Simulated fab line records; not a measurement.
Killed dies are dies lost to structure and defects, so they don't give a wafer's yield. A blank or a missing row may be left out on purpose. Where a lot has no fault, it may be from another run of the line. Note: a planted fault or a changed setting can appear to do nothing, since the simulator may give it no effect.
Problem report, 8D (eight disciplines) form, completed by code :: flow n5_finfet :: the parts of the form that need people (team, actions taken, sign-off) are left out

## 1. THE PROBLEM
N5_MIM_BOT_LITHO_CD_MEAS_08, cd_nm: mean 3015.2 nm on 3 wafers (1 lot); fault-free wafers 2999.7 nm, standard deviation 1.9. That puts it +8.1 standard deviations away from the usual mean.
The step: target cd 3000 nm.
First seen on wafer L541.2, day 14 10:55, on cd_sem-03. The record holds 32 wafers of 11 lots with a number at this step. The rule behind "out" and "out of limits": a value lying over 4 standard deviations away from the usual mean. The rest of the wafers with a number are treated as sound.

## 2. WHAT IT IS, AND WHAT IT ISN'T
question: which readings at this step
is: cd_nm
is not: -

question: which lots
is: L541
is not: L532, L533, L534, L536, L538, L546, L548, L551, L552, L555

question: which wafers of those lots
is: all that have a number
is not: -

question: read on which gauges
is: cd_sem-03
is not: cd_sem-01, cd_sem-02

question: when
is: from day 14 10:55
is not: up to then (14 sound wafers); but 15 sound wafers of L546, L548, L551, L552, L555 came after

## 3. WHAT RULES OUT EACH SUSPECT
Counting: a tool stays on the suspect list if, at a process step up to the reading, it processed all lots that are out and no sound lot following the first of them.
- the gauge at N5_MIM_BOT_LITHO_CD_MEAS_08: kept. All the wafers that are out were read on cd_sem-03, and no step on other tools shows them out.
- pvd_sputter-02 at N5_BEOL_M15_SPUTTER_45 (material Cu, target thk 100 nm, time 16.67 s): kept. It ran the lot that is out, L541 (day 14 02:02), and no sound lot after that; its last sound lot up to then is L533 (day 11 17:59).
- pecvd-03 at N5_PASSIVATION_PECVD_00 (deposits SiO2 from SiH4/N2O, target thk 200 nm, time 11.2 s): ruled out as a lasting fault. Sound lots L548 ran on it after its first lot that is out, L541 (day 14 04:07).
- ald_hk-03 at N5_MIM_TOP_ALD_02 (deposits Al2O3, purge time 3 s, co reactant pulse time 3 s): ruled out as a lasting fault. Sound lots L548, L551, L552 ran on it after its first lot that is out, L541 (day 14 10:45). N5_MIM_TOP_ALD_02: start missing for some lots; hours and lot order therefore follow N5_MIM_BOT_LITHO_EXPOSE_05.
- krf_scanner-02 at N5_MIM_BOT_LITHO_EXPOSE_05 (exposes mask MIM BOT): kept. It ran the lot that is out, L541 (day 14 10:45), and no sound lot after that; its last sound lot up to then is L538 (day 13 05:52).
The count leaves pvd_sputter-02 at N5_BEOL_M15_SPUTTER_45, krf_scanner-02 at N5_MIM_BOT_LITHO_EXPOSE_05, and cd_sem-03 at N5_MIM_BOT_LITHO_CD_MEAS_08.

## 4. THE CAUSE (what the simulator had put in)
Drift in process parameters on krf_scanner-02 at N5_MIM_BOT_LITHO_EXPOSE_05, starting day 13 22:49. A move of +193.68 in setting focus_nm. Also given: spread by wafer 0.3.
Counting left 3 suspects, and this tool is among them.

## 5. THE CHAIN OF EFFECTS, in route order
Each row: a reading where the mean over the struck wafers with a number is more than 3 standard deviations away from the usual. Only readings whose record carries a usual standard deviation are examined. hours: median over the lots of the time between each lot's start at the first step of this table that gives one and its start at this step. sigmas: the change, counted in usual standard deviations.
hours: 0
step: N5_MIM_BOT_LITHO_CD_MEAS_08
reading: cd_nm
usual: 2999.7 nm
on struck wafers: 3015.2
change: +15.5
sigmas: +8.1

## 6. WHAT WOULD HAVE CAUGHT IT SOONER
Counted from the fault's start at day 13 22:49, it took 12 hours until the first out-of-limits reading at a measuring or inspecting step in this record, taken at day 14 10:55.
Each of the lots that are out, 1 in all, had begun N5_MIM_BOT_LITHO_EXPOSE_05 on krf_scanner-02 no later than day 14 10:55. Holding the tool at that point would not have protected any of them.
